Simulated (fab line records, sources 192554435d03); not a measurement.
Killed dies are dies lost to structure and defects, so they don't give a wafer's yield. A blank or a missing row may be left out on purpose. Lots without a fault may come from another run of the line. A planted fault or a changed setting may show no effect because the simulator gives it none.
Chamber matching | flow n5_finfet | N5_BEOL_M14_STRIP_37 on rie_diel-06: 4 sister chambers
The step strips in O2. 8 wafers are shown with their chamber, then 8 later ones without.

WAFERS WITH THEIR CHAMBER
wafer  | chamber | throttle_valve_pct (%) | oes_product_au (a.u.)
L075.1 | 1       | 16.60                  | 0.72
L080.6 | 2       | 16.53                  | 0.92
L081.1 | 2       | 16.53                  | 0.94
L081.3 | 3       | 17.03                  | 0.69
L083.2 | 1       | 16.65                  | 0.72
L083.3 | 0       | 16.84                  | 0.79
L083.6 | 3       | 17.04                  | 0.70
L087.2 | 0       | 16.84                  | 0.79

WAFERS WITHOUT THEIR CHAMBER
wafer  | throttle_valve_pct (%) | oes_product_au (a.u.)
L087.3 | 16.66                  | 0.72
L087.5 | 17.08                  | 0.68
L091.1 | 17.08                  | 0.68
L091.3 | 16.87                  | 0.77
L091.6 | 16.66                  | 0.71
L097.1 | 16.60                  | 0.87
L097.2 | 17.09                  | 0.70
L097.6 | 17.10                  | 0.69

WHICH CHAMBER EACH WENT THROUGH
wafer  | from the rows above | in truth
L087.3 | 1                   | 1
L087.5 | 3                   | 3
L091.1 | 3                   | 3
L091.3 | 0                   | 0
L091.6 | 1                   | 1
L097.1 | 2                   | 2
L097.2 | 3                   | 3
L097.6 | 3                   | 3
Placed correctly: 8 of 8. Can't be placed from these rows: 0. Placed wrongly: 0.
How it was worked out, from the rows above alone: a wafer's distance from a chamber is the root of the sum, over the readings, of the square of ((its reading less the chamber's mean) divided by the reading's scatter). The wafer belongs to the nearest chamber; if the next one is less than 2 further off, it can't be placed. A chamber's mean is the mean of its shown wafers. The scatter: the root of (the sum of the squares of (reading less its chamber's mean) over the shown wafers, divided by (wafers less chambers)).
